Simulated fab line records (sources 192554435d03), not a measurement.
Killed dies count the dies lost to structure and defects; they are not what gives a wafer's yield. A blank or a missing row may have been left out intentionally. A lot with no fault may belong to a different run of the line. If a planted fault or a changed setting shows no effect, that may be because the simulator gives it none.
The tool behind it: which one? -- flow n5-finfet -- Sampling: 12 lots, 36 wafers, 3 of 1938 route steps

WHAT THE GAUGES SHOWED, per wafer
N5_BEOL_M3_RS_MEAS_58: measures by four-point-probe.
lot,measured,on,M3_RS (ohm/sq)
L075,day 8 00:10,film-metro-01,0.647 0.656 0.624
L077,day 8 02:02,film-metro-01,0.668 0.659 0.636
L079,day 8 17:22,film-metro-01,0.616 0.604 0.633
L082,day 9 07:53,film-metro-01,0.658 0.682 0.640
L083,day 9 13:24,film-metro-01,0.666 0.608 0.604
L085,day 10 03:25,film-metro-02,0.636 0.654 0.626
L088,day 10 18:46,film-metro-02,0.723 0.678 0.643
L089,day 11 11:04,film-metro-02,0.685 0.632 0.628
L091,day 11 21:02,film-metro-01,0.693 0.634 0.615
L092,day 12 01:07,film-metro-01,0.703 0.726 0.660
L095,day 12 12:02,film-metro-02,0.689 0.655 0.630
L096,day 13 05:37,film-metro-01,0.660 0.700 0.636

TOOL THAT RAN EACH LOT (tool first, then ch and the chambers of the sampled wafers, then the start)
lot,N5_BEOL_M3_SPUTTER_88,N5_BEOL_M3_SPUTTER_94
L075,"pvd-sputter-02, day 7 22:13","pvd-sputter-02, day 7 22:52"
L077,"pvd-sputter-02, day 8 00:03","pvd-sputter-02, day 8 00:43"
L079,"pvd-sputter-01, day 8 15:26","pvd-sputter-01, day 8 16:05"
L082,"pvd-sputter-02, day 9 05:58","pvd-sputter-02, day 9 06:37"
L083,"pvd-sputter-02, day 9 11:26","pvd-sputter-02, day 9 12:06"
L085,"pvd-sputter-03, day 10 01:28","pvd-sputter-03, day 10 02:07"
L088,"pvd-sputter-03, day 10 16:45","pvd-sputter-03, day 10 17:25"
L089,"pvd-sputter-01, day 11 09:07","pvd-sputter-01, day 11 09:47"
L091,"pvd-sputter-01, day 11 18:48","pvd-sputter-01, day 11 19:28"
L092,"pvd-sputter-03, day 11 22:03","pvd-sputter-03, day 11 22:43"
L095,"pvd-sputter-03, day 12 09:50","pvd-sputter-03, day 12 10:29"
L096,"pvd-sputter-01, day 13 03:05","pvd-sputter-01, day 13 03:44"
- N5_BEOL_M3_SPUTTER_88: material Cu, target thk 4.5 nm, time 8.29 s.
- N5_BEOL_M3_SPUTTER_94: material Cu, target thk 4.5 nm, time 8.29 s.

THE ANSWER, worked out from the rows above alone
Rule: what is usual is taken from the lots themselves. The widest of any qualifying gaps counts: lots, ordered by their means at a reading, are off when they make up no more than a third of the lots, leave a main group of 4 or more, and stand apart from it by 3 or more times the standard deviation of that group's means. A main group is skipped when, at the precision printed for the reading in the tables above, its means are all equal. Also off: a lot with no number at a reading for which 4 or more lots have one. Any other lot the step has rows for is counted as sound.
No lot is off at any reading shown: from this, nothing can be told.

WHAT THE SIMULATOR HAD PUT IN
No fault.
